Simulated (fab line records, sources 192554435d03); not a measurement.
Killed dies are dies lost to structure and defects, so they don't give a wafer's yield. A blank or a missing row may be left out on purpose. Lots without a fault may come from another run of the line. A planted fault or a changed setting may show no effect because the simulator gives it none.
Chamber matching | flow n5_finfet | N5_SD_EPI_P_ETCH_47 on rie_diel-01: 4 sister chambers
The step etches SiOCN in CH3F/O2, target depth 25 nm. 8 wafers are shown with their chamber, then 7 later ones without.

WAFERS WITH THEIR CHAMBER
wafer  | chamber | showerhead_plenum_p_Torr (Torr) | drypump_motor_current_A (A)
L074.3 | 0       | 2.06                            | 6.1
L076.5 | 3       | 2.03                            | 6.0
L081.3 | 3       | 2.03                            | 6.0
L085.1 | 2       | 1.96                            | 5.2
L085.2 | 0       | 2.06                            | 6.0
L085.3 | 1       | 1.96                            | 6.4
L087.3 | 1       | 1.96                            | 6.3
L087.4 | 2       | 1.95                            | 5.2

WAFERS WITHOUT THEIR CHAMBER
wafer  | showerhead_plenum_p_Torr (Torr) | drypump_motor_current_A (A)
L087.5 | 2.02                            | 6.0
L095.1 | 1.95                            | 5.2
L095.3 | 2.02                            | 6.0
L095.6 | 2.02                            | 6.0
L097.1 | 1.95                            | 6.3
L097.4 | 2.02                            | 6.0
L097.6 | 1.95                            | 6.3

WHICH CHAMBER EACH WENT THROUGH
wafer  | from the rows above | in truth
L087.5 | 3                   | 3
L095.1 | 2                   | 2
L095.3 | 3                   | 3
L095.6 | 3                   | 3
L097.1 | 1                   | 1
L097.4 | 3                   | 3
L097.6 | 1                   | 1
Placed correctly: 7 of 7. Can't be placed from these rows: 0. Placed wrongly: 0.
How it was worked out, from the rows above alone: a wafer's distance from a chamber is the root of the sum, over the readings, of the square of ((its reading less the chamber's mean) divided by the reading's scatter). The wafer belongs to the nearest chamber; if the next one is less than 2 further off, it can't be placed. A chamber's mean is the mean of its shown wafers. The scatter: the root of (the sum of the squares of (reading less its chamber's mean) over the shown wafers, divided by (wafers less chambers)).
